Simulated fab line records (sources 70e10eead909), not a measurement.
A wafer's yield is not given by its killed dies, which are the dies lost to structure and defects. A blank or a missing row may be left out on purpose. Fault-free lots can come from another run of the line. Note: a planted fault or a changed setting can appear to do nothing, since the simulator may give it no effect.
A lot that was struck, set against a sound lot ; flow nandHarc ; 16 steps out of a route of 1302
Sound: the wafers L260.2, L260.3, L260.6. Struck: wafers L266.3, L266.5 (left out: L266.6, a lot-mate that was not struck); the cause follows at the end.
Per side, at each step with rows, come the tool, then ch with its chambers, and then its first start. Under that, the readings that differ: sound wafers ; struck wafers ; difference of the means ; sigmas: that difference in standard deviations of wafers without a fault.
alike: same words and numbers on both sides, and readings whose means sit less than 2 such deviations apart. not compared: any withheld reading, any reading some wafer has no value for, any bound like >300 that may hide the same value, and any number with overlapping values for which the record gives no deviation.
Wherever a step has rows on one side only, a row that says differs or no value, or a row with sigmas, the two part there. Numbers that don't overlap but have no deviation are shown without sigmas and don't part them. A reading missing from all wafers of one side parts the sides only when that side holds two or more wafers.

first, 1 step without rows for these wafers: NHARC_A_DECK1_JOINT_SRD_15.
NHARC_A_DECK1_JOINT_DEP_16: deposits SiO2, target thk 45 nm.
  sound on pecvd-04 ch 0,1,2, day 14 11:15; struck on pecvd-02 ch 0,1, day 17 08:22
  alike: flowSccm, heaterPowerW, susceptorTempC, throttleValvePct
NHARC_A_DECK1_JOINT_THK_MEAS_17: measures by ellipsometry.
  sound: filmMetro-01 at day 14 11:32; struck: filmMetro-01 at day 17 08:38
  alike: thkNm
NHARC_A_DECK1_JOINT_INSPECT_05:
  sound: defectInspect-01 at day 14 11:34; struck: defectInspect-02 at day 17 08:41
  alike: rawDefectCount
after that, 1 step with no rows for these wafers: NHARC_A_ONON_D2_DEP_00 (target thk 1000 nm).
NHARC_A_ONON_D2_THK_MEAS_02: measures by ellipsometry.
  sound: filmMetro-02 at day 14 12:08; struck: filmMetro-01 at day 17 09:15
  alike: thkNm
after that, 1 step with no rows for these wafers: NHARC_A_ONON_D2_DEP_03 (target thk 1000 nm).
NHARC_A_ONON_D2_THK_MEAS_05: measures by ellipsometry.
  sound: filmMetro-01 at day 14 12:42; struck: filmMetro-01 at day 17 09:49
  alike: thkNm
after that, 1 step with no rows for these wafers: NHARC_A_ONON_D2_DEP_06 (target thk 1000 nm).
NHARC_A_ONON_D2_THK_MEAS_08: measures by ellipsometry.
  sound: filmMetro-02 at day 14 13:16; struck: filmMetro-02 at day 17 10:22
  alike: thkNm
after that, 1 step with no rows for these wafers: NHARC_A_ONON_D2_DEP_09 (target thk 1000 nm).
NHARC_A_ONON_D2_THK_MEAS_11: measures by ellipsometry.
  sound: filmMetro-02 at day 14 13:50; struck: filmMetro-02 at day 17 10:56
  alike: thkNm
NHARC_A_ONON_D2_DEP_12: target thk 1000 nm.
  sound on pecvdOnon-04 ch 0, day 14 13:56; struck on pecvdOnon-04 ch 0, day 17 11:07
  alike: susceptorTempC
NHARC_A_ONON_D2_THK_MEAS_14: measures by ellipsometry.
  sound: filmMetro-01 at day 14 14:25; struck: filmMetro-02 at day 17 11:30
reading;sound;struck;difference;sigmas
thkNm (nm);1007 1006 1006;620 623;-385;-48
then, 1 step without rows for these wafers: NHARC_A_ONON_D2_ANNEAL_15 (time 3600 s).
-- record jumps: 12 days between struck wafers' starts before vs after; left off in module A_ONON_D2, resumes in module END, first step shown is number 1302 of the route --
NHARC_END_SORT_01:
  here the record holds rows for the struck wafers (prober-01 ch 0, day 29 10:56) but none for the sound ones

## WHERE THEY PART
At NHARC_A_ONON_D2_THK_MEAS_14 first; at NHARC_END_SORT_01 last (within this record only).

WHY: whatever the simulator had introduced
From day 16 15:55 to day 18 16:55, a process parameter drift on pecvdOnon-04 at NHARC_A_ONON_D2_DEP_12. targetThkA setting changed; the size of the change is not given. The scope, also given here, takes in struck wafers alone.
